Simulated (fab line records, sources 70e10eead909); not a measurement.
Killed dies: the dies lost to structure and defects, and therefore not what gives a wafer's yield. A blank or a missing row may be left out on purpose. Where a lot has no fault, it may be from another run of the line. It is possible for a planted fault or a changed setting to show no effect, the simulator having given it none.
What tool caused it? :: flow nand_harc :: Sampling: 13 lots, 39 wafers, 6 of 1302 route steps

== WHAT THE GAUGES READ, wafer by wafer ==
NHARC_A_ONON_D2_THK_MEAS_14: measures by ellipsometry.
lot: L544
measured: day 12 12:54
on: film_metro-02
thk_nm (nm): 995 996 994

lot: L545
measured: day 13 00:42
on: film_metro-01
thk_nm (nm): 1002 1003 1002

lot: L546
measured: day 13 09:23
on: film_metro-02
thk_nm (nm): 997 998 1000

lot: L547
measured: day 13 17:19
on: film_metro-02
thk_nm (nm): 1018 1019 1021

lot: L548
measured: day 14 07:49
on: film_metro-01
thk_nm (nm): 992 992 992

lot: L550
measured: day 15 03:20
on: film_metro-01
thk_nm (nm): 999 1000 1000

lot: L557
measured: day 17 14:16
on: film_metro-02
thk_nm (nm): 1001 1002 1002

lot: L560
measured: day 19 08:14
on: film_metro-01
thk_nm (nm): 1009 1009 1009

lot: L562
measured: day 20 02:11
on: film_metro-01
thk_nm (nm): 1004 1003 1003

lot: L563
measured: day 20 11:51
on: film_metro-01
thk_nm (nm): 1005 1005 1005

lot: L564
measured: day 21 10:44
on: film_metro-02
thk_nm (nm): 1008 1009 1009

lot: L566
measured: day 22 02:32
on: film_metro-01
thk_nm (nm): 1005 1007 1007

lot: L567
measured: day 22 17:17
on: film_metro-01
thk_nm (nm): 1003 1005 1005

NHARC_A_ONON_D2_THK_MEAS_30: measures by ellipsometry.
lot: L544
measured: day 12 22:55
on: film_metro-02
thk_nm (nm): 1004 1006 1005

lot: L545
measured: day 13 11:37
on: film_metro-01
thk_nm (nm): 992 992 994

lot: L546
measured: day 13 21:11
on: film_metro-01
thk_nm (nm): 987 985 986

lot: L547
measured: day 14 05:46
on: film_metro-02
thk_nm (nm): 984 984 983

lot: L548
measured: day 14 21:49
on: film_metro-01
thk_nm (nm): 1011 1013 1011

lot: L550
measured: day 15 12:51
on: film_metro-01
thk_nm (nm): 1021 1024 1023

lot: L557
measured: day 18 03:44
on: film_metro-01
thk_nm (nm): 642 643 641

lot: L560
measured: day 19 17:55
on: film_metro-01
thk_nm (nm): 623 624 622

lot: L562
measured: day 20 11:50
on: film_metro-02
thk_nm (nm): 998 995 995

lot: L563
measured: day 20 21:50
on: film_metro-02
thk_nm (nm): 1006 1007 1007

lot: L564
measured: day 22 04:37
on: film_metro-02
thk_nm (nm): 986 987 986

lot: L566
measured: day 22 12:34
on: film_metro-02
thk_nm (nm): 992 992 991

lot: L567
measured: day 23 03:38
on: film_metro-01
thk_nm (nm): 1011 1012 1011

NHARC_END_SORT_01.
lot: L557
measured: day 29 07:08
on: prober-01
killed_at_array: 668 666 675
killed_at_other: 5 6 1
killed_at_periphery: 4 5 1
killed_dies: 677 677 677
killed_open: 3 2 2
killed_short: 4 3 2

lot: L560
measured: day 31 00:43
on: prober-01
killed_at_array: 671 670 674
killed_at_other: 2 1 0
killed_at_periphery: 4 6 3
killed_dies: 677 677 677
killed_open: 3 6 3
killed_short: 5 2 0

== TOOL THAT RAN EACH LOT (tool first, then ch and the chambers of the sampled wafers, then the start) ==
lot: L544
NHARC_A_DECK1_JOINT_CMP_13: cmp-02 ch 1,2, day 11 08:32
NHARC_A_DECK1_JOINT_ETCHBACK_00: rie_si-05 ch 1,2, day 11 08:55
NHARC_A_ONON_D2_DEP_28: pecvd_onon-04 ch 0, day 12 22:29

lot: L545
NHARC_A_DECK1_JOINT_CMP_13: cmp-02 ch 2,3, day 11 22:06
NHARC_A_DECK1_JOINT_ETCHBACK_00: rie_si-05 ch 1,2, day 11 22:29
NHARC_A_ONON_D2_DEP_28: pecvd_onon-04 ch 0, day 13 11:09

lot: L546
NHARC_A_DECK1_JOINT_CMP_13: cmp-03 ch 0,1,3, day 12 05:37
NHARC_A_DECK1_JOINT_ETCHBACK_00: rie_si-02 ch 0,1,3, day 12 06:00
NHARC_A_ONON_D2_DEP_28: pecvd_onon-01 ch 0, day 13 20:41

lot: L547
NHARC_A_DECK1_JOINT_CMP_13: cmp-03 ch 0,1,3, day 12 10:47
NHARC_A_DECK1_JOINT_ETCHBACK_00: rie_si-02 ch 0,3, day 12 11:09
NHARC_A_ONON_D2_DEP_28: pecvd_onon-02 ch 0, day 14 05:18

lot: L548
NHARC_A_DECK1_JOINT_CMP_13: cmp-04 ch 1,3, day 13 02:41
NHARC_A_DECK1_JOINT_ETCHBACK_00: rie_si-03 ch 1,2,3, day 13 03:06
NHARC_A_ONON_D2_DEP_28: pecvd_onon-02 ch 0, day 14 21:21

lot: L550
NHARC_A_DECK1_JOINT_CMP_13: cmp-03 ch 0,1,3, day 13 21:26
NHARC_A_DECK1_JOINT_ETCHBACK_00: rie_si-02 ch 0,2,3, day 13 21:49
NHARC_A_ONON_D2_DEP_28: pecvd_onon-01 ch 0, day 15 12:28

lot: L557
NHARC_A_DECK1_JOINT_CMP_13: cmp-03 ch 0,1, day 16 07:42
NHARC_A_DECK1_JOINT_ETCHBACK_00: rie_si-03 ch 2,3, day 16 08:05
NHARC_A_ONON_D2_DEP_28: pecvd_onon-01 ch 0, day 18 03:20

lot: L560
NHARC_A_DECK1_JOINT_CMP_13: cmp-03 ch 1,3, day 18 01:28
NHARC_A_DECK1_JOINT_ETCHBACK_00: rie_si-02 ch 0,2,3, day 18 01:50
NHARC_A_ONON_D2_DEP_28: pecvd_onon-01 ch 0, day 19 17:25

lot: L562
NHARC_A_DECK1_JOINT_CMP_13: cmp-03 ch 2,3, day 18 23:03
NHARC_A_DECK1_JOINT_ETCHBACK_00: rie_si-02 ch 0,2, day 18 23:26
NHARC_A_ONON_D2_DEP_28: pecvd_onon-04 ch 0, day 20 11:20

lot: L563
NHARC_A_DECK1_JOINT_CMP_13: cmp-02 ch 0,1,2, day 19 06:19
NHARC_A_DECK1_JOINT_ETCHBACK_00: rie_si-05 ch 0,2,3, day 19 06:40
NHARC_A_ONON_D2_DEP_28: pecvd_onon-04 ch 0, day 20 21:23

lot: L564
NHARC_A_DECK1_JOINT_CMP_13: cmp-02 ch 0,2,3, day 20 02:30
NHARC_A_DECK1_JOINT_ETCHBACK_00: rie_si-03 ch 0,3, day 20 02:52
NHARC_A_ONON_D2_DEP_28: pecvd_onon-01 ch 0, day 22 04:07

lot: L566
NHARC_A_DECK1_JOINT_CMP_13: cmp-04 ch 0,2,3, day 20 16:17
NHARC_A_DECK1_JOINT_ETCHBACK_00: rie_si-05 ch 0,2,3, day 20 16:41
NHARC_A_ONON_D2_DEP_28: pecvd_onon-01 ch 0, day 22 12:04

lot: L567
NHARC_A_DECK1_JOINT_CMP_13: cmp-03 ch 0,1,3, day 21 05:05
NHARC_A_DECK1_JOINT_ETCHBACK_00: rie_si-02 ch 1,2,3, day 21 05:25
NHARC_A_ONON_D2_DEP_28: pecvd_onon-04 ch 0, day 23 03:11
- NHARC_A_DECK1_JOINT_CMP_13: polishes, target thk 51.023 nm.
- NHARC_A_DECK1_JOINT_ETCHBACK_00: etches the open film in HBr, target depth 30 nm, time 17.4 s.
- NHARC_A_ONON_D2_DEP_28: target thk 1000 nm.

== AS READ BY THE TOOLS THEMSELVES (means over the sampled wafers that have a number; for cases with no such wafer, the mark the record gives instead) ==
NHARC_A_DECK1_JOINT_CMP_13.
lot: L544
tool: cmp-02
motor_current_A (A): 11.4
time_to_endpoint_s (s): 10.1

lot: L545
tool: cmp-02
motor_current_A (A): 12.8
time_to_endpoint_s (s): 10.5

lot: L546
tool: cmp-03
motor_current_A (A): 11.5
time_to_endpoint_s (s): 9.1

lot: L547
tool: cmp-03
motor_current_A (A): 11.4
time_to_endpoint_s (s): 8.6

lot: L548
tool: cmp-04
motor_current_A (A): 11.9
time_to_endpoint_s (s): 7.5

lot: L550
tool: cmp-03
motor_current_A (A): 11.5
time_to_endpoint_s (s): 10.2

lot: L557
tool: cmp-03
motor_current_A (A): 11.2
time_to_endpoint_s (s): 9.0

lot: L560
tool: cmp-03
motor_current_A (A): 11.8
time_to_endpoint_s (s): 12.5

lot: L562
tool: cmp-03
motor_current_A (A): 12.4
time_to_endpoint_s (s): 14.7

lot: L563
tool: cmp-02
motor_current_A (A): 12.1
time_to_endpoint_s (s): 8.9

lot: L564
tool: cmp-02
motor_current_A (A): 12.1
time_to_endpoint_s (s): 9.6

lot: L566
tool: cmp-04
motor_current_A (A): 10.4
time_to_endpoint_s (s): 10.8

lot: L567
tool: cmp-03
motor_current_A (A): 11.6
time_to_endpoint_s (s): 8.0

NHARC_A_DECK1_JOINT_ETCHBACK_00.
lot: L544
tool: rie_si-05
drypump_motor_current_A (A): 6.1
hbr_flow_sccm (sccm): 150.1
he_backside_leak_sccm (sccm): 2.67
oes_product_au (a.u.): 0.990
throttle_valve_pct (%): 23.261

lot: L545
tool: rie_si-05
drypump_motor_current_A (A): 5.7
hbr_flow_sccm (sccm): 149.9
he_backside_leak_sccm (sccm): 2.78
oes_product_au (a.u.): 0.994
throttle_valve_pct (%): 23.268

lot: L546
tool: rie_si-02
drypump_motor_current_A (A): 5.8
hbr_flow_sccm (sccm): 149.9
he_backside_leak_sccm (sccm): 2.68
oes_product_au (a.u.): 0.996
throttle_valve_pct (%): 23.272

lot: L547
tool: rie_si-02
drypump_motor_current_A (A): 5.1
hbr_flow_sccm (sccm): 150.1
he_backside_leak_sccm (sccm): 2.68
oes_product_au (a.u.): 1.001
throttle_valve_pct (%): 23.271

lot: L548
tool: rie_si-03
drypump_motor_current_A (A): 5.7
hbr_flow_sccm (sccm): 150.0
he_backside_leak_sccm (sccm): 2.43
oes_product_au (a.u.): 1.002
throttle_valve_pct (%): 23.258

lot: L550
tool: rie_si-02
drypump_motor_current_A (A): 5.4
hbr_flow_sccm (sccm): 150.0
he_backside_leak_sccm (sccm): 2.51
oes_product_au (a.u.): 1.005
throttle_valve_pct (%): 23.265

lot: L557
tool: rie_si-03
drypump_motor_current_A (A): 5.7
hbr_flow_sccm (sccm): 150.0
he_backside_leak_sccm (sccm): 2.40
oes_product_au (a.u.): 0.998
throttle_valve_pct (%): 23.264

lot: L560
tool: rie_si-02
drypump_motor_current_A (A): 5.4
hbr_flow_sccm (sccm): 149.3
he_backside_leak_sccm (sccm): 2.67
oes_product_au (a.u.): 1.003
throttle_valve_pct (%): 23.272

lot: L562
tool: rie_si-02
drypump_motor_current_A (A): 5.0
hbr_flow_sccm (sccm): 150.1
he_backside_leak_sccm (sccm): 2.45
oes_product_au (a.u.): 1.004
throttle_valve_pct (%): 23.259

lot: L563
tool: rie_si-05
drypump_motor_current_A (A): 5.4
hbr_flow_sccm (sccm): 150.1
he_backside_leak_sccm (sccm): 2.63
oes_product_au (a.u.): 0.996
throttle_valve_pct (%): 23.265

lot: L564
tool: rie_si-03
drypump_motor_current_A (A): 5.7
hbr_flow_sccm (sccm): 149.9
he_backside_leak_sccm (sccm): 2.34
oes_product_au (a.u.): 0.997
throttle_valve_pct (%): 23.271

lot: L566
tool: rie_si-05
drypump_motor_current_A (A): 5.4
hbr_flow_sccm (sccm): 149.9
he_backside_leak_sccm (sccm): 2.79
oes_product_au (a.u.): 0.993
throttle_valve_pct (%): 23.274

lot: L567
tool: rie_si-02
drypump_motor_current_A (A): 6.0
hbr_flow_sccm (sccm): 149.7
he_backside_leak_sccm (sccm): 2.72
oes_product_au (a.u.): 1.000
throttle_valve_pct (%): 23.266

== THE ANSWER, worked out from the rows above alone ==
Rule: the usual values come from the lots themselves. Put in order of their means at a reading, lots are off if they are a third of the lots or fewer, leave a main group of 4 or more, and stand apart from it by a gap of 3 or more times the standard deviation of the main group's means; of several such gaps the widest counts. Not used: any main group whose means are identical at the precision the tables above print for the reading. A lot without any number at a reading at which 4 lots or more have one is off too. Any other lot the step has rows for is counted as sound. After the gauges, taken in route order, come the tools' own readings; for these a lot's mean is taken, as printed above. At the first step where some lot is off, the reading lying furthest off is the one used; lots without a number count as furthest.
Off: L557, L560 (NHARC_A_ONON_D2_THK_MEAS_30, thk_nm). Mean 999 nm and standard deviation 12 in the main group.
If a tool, at a process step before that reading, ran all the lots that are off and no sound lot after the first of them, it fits. Gauges at NHARC_A_ONON_D2_THK_MEAS_30: tried the same way as those tools. None of those tried fits.

== WHAT THE SIMULATOR HAD PUT IN ==
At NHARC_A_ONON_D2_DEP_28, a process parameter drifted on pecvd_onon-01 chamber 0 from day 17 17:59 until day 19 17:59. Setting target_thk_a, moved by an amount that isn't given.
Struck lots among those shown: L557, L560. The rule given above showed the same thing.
